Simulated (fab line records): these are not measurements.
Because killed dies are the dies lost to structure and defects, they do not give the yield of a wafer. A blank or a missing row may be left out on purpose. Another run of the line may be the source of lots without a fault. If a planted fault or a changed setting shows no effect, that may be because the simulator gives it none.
Chamber matching -- flow n5_finfet -- N5_BEOL_M6_DESCUM_33 on rie_diel-01 has 4 sister chambers
The step chemistry O2, time 7 s. 4 wafers are shown with their chamber, then 7 later ones without.

== EACH WAFER AND ITS CHAMBER ==
wafer,chamber,showerhead_plenum_p_Torr (Torr)
L083.2,2,2.14
L087.1,3,1.90
L086.2,1,2.03
L086.4,0,2.00

== WAFERS WITH NO CHAMBER GIVEN ==
wafer,showerhead_plenum_p_Torr (Torr)
L086.5,2.03
L076.3,1.99
L076.4,1.90
L076.6,1.99
L090.2,2.03
L090.4,2.03
L090.6,1.90

== EACH ONE'S CHAMBER ==
wafer,from the rows above,in truth
L086.5,1,1
L076.3,0,0
L076.4,3,3
L076.6,0,0
L090.2,1,1
L090.4,1,1
L090.6,3,3
Placed correctly: 7 of 7. From these rows, 0 cannot be placed. 0 placed wrongly.
How it was worked out, from the rows above alone: a wafer's distance from a chamber is the root of the sum, over the readings, of the square of ((its reading less the chamber's mean) divided by the reading's scatter). The wafer belongs to the nearest chamber; if the next one is less than 2 further off, it can't be placed. The mean given for a chamber averages the wafers shown for that chamber. The scatter: root of mean squared gap, hidden wafer to nearest shown wafer, with one shown wafer a chamber.
